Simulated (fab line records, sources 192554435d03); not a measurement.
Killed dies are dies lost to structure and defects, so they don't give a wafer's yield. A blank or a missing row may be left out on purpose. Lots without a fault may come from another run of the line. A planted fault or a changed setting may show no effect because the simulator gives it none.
Split-lot experiment | flow n5_finfet | 7 lots, 21 wafers read, on a route of 1938 steps

THE SPLIT
At N5_BEOL_M3_COAT_22 (resist thk 30 nm), the setting spin_rpm was moved away from the recipe's 1500 rpm on 7 of the 21 wafers read, by -5.3% to +8.8%. The other wafers ran this setting at the recipe's value.

FROM THE SPLIT TO THE READING: what the file shows between them, 2 steps
- N5_BEOL_M3_EBR_24
- N5_BEOL_M3_SOFTBAKE_23: time 60 s

THE READING
CAR-EUV_of_BEOL_M3_COAT_22.thk_nm (the simulator's own value, which no gauge read), in nm, at N5_BEOL_M3_DESCUM_33 (chemistry O2, time 7 s). The file gives no usual value for it. The 14 wafers here that ran the recipe average 26.1 nm, standard deviation 0.099 nm.

wafer  | tool, chamber at the split | spin_rpm as run, rpm | against the recipe | CAR-EUV_of_BEOL_M3_COAT_22.thk_nm, nm | against lot-mates on the recipe
L074.3 | litho_track-03, 0          | 1450                 | -3.3%              | 26.6                                  | no lot-mate on the recipe
L074.5 | litho_track-03, 0          | 1450                 | -3.3%              | 26.6                                  | no lot-mate on the recipe
L074.6 | litho_track-03, 0          | 1450                 | -3.3%              | 26.6                                  | no lot-mate on the recipe
L076.1 | litho_track-02, 0          | 1500                 | recipe             | 26.2                                  | -
L076.2 | litho_track-02, 0          | 1421                 | -5.3%              | 27                                    | +0.8
L076.5 | litho_track-02, 0          | 1421                 | -5.3%              | 27                                    | +0.8
L083.1 | litho_track-03, 0          | 1500                 | recipe             | 26.2                                  | -
L083.4 | litho_track-03, 0          | 1500                 | recipe             | 26.2                                  | -
L083.3 | litho_track-03, 0          | 1500                 | recipe             | 26                                    | -
L081.1 | litho_track-03, 0          | 1500                 | recipe             | 26                                    | -
L081.2 | litho_track-03, 0          | 1632                 | +8.8%              | 25                                    | -1.0
L081.6 | litho_track-03, 0          | 1632                 | +8.8%              | 25                                    | -1.0
L086.2 | litho_track-05, 0          | 1500                 | recipe             | 26                                    | -
L086.5 | litho_track-05, 0          | 1500                 | recipe             | 26                                    | -
L086.6 | litho_track-05, 0          | 1500                 | recipe             | 26                                    | -
L087.3 | litho_track-02, 0          | 1500                 | recipe             | 26.2                                  | -
L087.4 | litho_track-02, 0          | 1500                 | recipe             | 26.2                                  | -
L087.5 | litho_track-02, 0          | 1500                 | recipe             | 26.2                                  | -
L092.1 | litho_track-05, 0          | 1500                 | recipe             | 26                                    | -
L092.5 | litho_track-05, 0          | 1500                 | recipe             | 26.2                                  | -
L092.6 | litho_track-05, 0          | 1500                 | recipe             | 26.2                                  | -

THE FIT
A straight line over all 21 wafers: CAR-EUV_of_BEOL_M3_COAT_22.thk_nm changes by -0.138 nm for each +1% of spin_rpm; r = -0.98; the points scatter about the line by 0.1 nm.
The same after taking each lot's own level away (the mean of its wafers on the recipe; 18 wafers): -0.125 nm for each +1%; r = -0.98; scatter 0.079 nm.
On that fit, the largest move of spin_rpm shifts the reading by 1.1 nm.
The lots' own levels span 26.00 to 26.20 nm, that is 2.0 times the standard deviation above.
So the lot-to-lot level changes the slope: the two fits differ.
Check: with one of the wafers moved furthest among these (+8.8%) left out of the fit, the line predicts -1.12 nm for it against its lot-mates. It came out at -1 nm against them.

THE WHOLE CHAIN: every reading that the file lists as answering this split, in the file's order
step                 | what it does           | reading                                                                            | change (the file's fit)               | r (the file's)
N5_BEOL_M3_COAT_22   | resist thk 30 nm       | CAR-EUV_of_BEOL_M3_COAT_22.thk_nm (the simulator's own value, which no gauge read) | -0.142 nm for each +1% of the setting | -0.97
N5_BEOL_M3_DESCUM_33 | chemistry O2, time 7 s | CAR-EUV_of_BEOL_M3_COAT_22.thk_nm (the simulator's own value, which no gauge read) | -0.124 nm for each +1% of the setting | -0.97

THE FILE'S OWN FIT
CAR-EUV_of_BEOL_M3_COAT_22.thk_nm changes by -0.124 nm for each +1% of spin_rpm, r = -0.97.
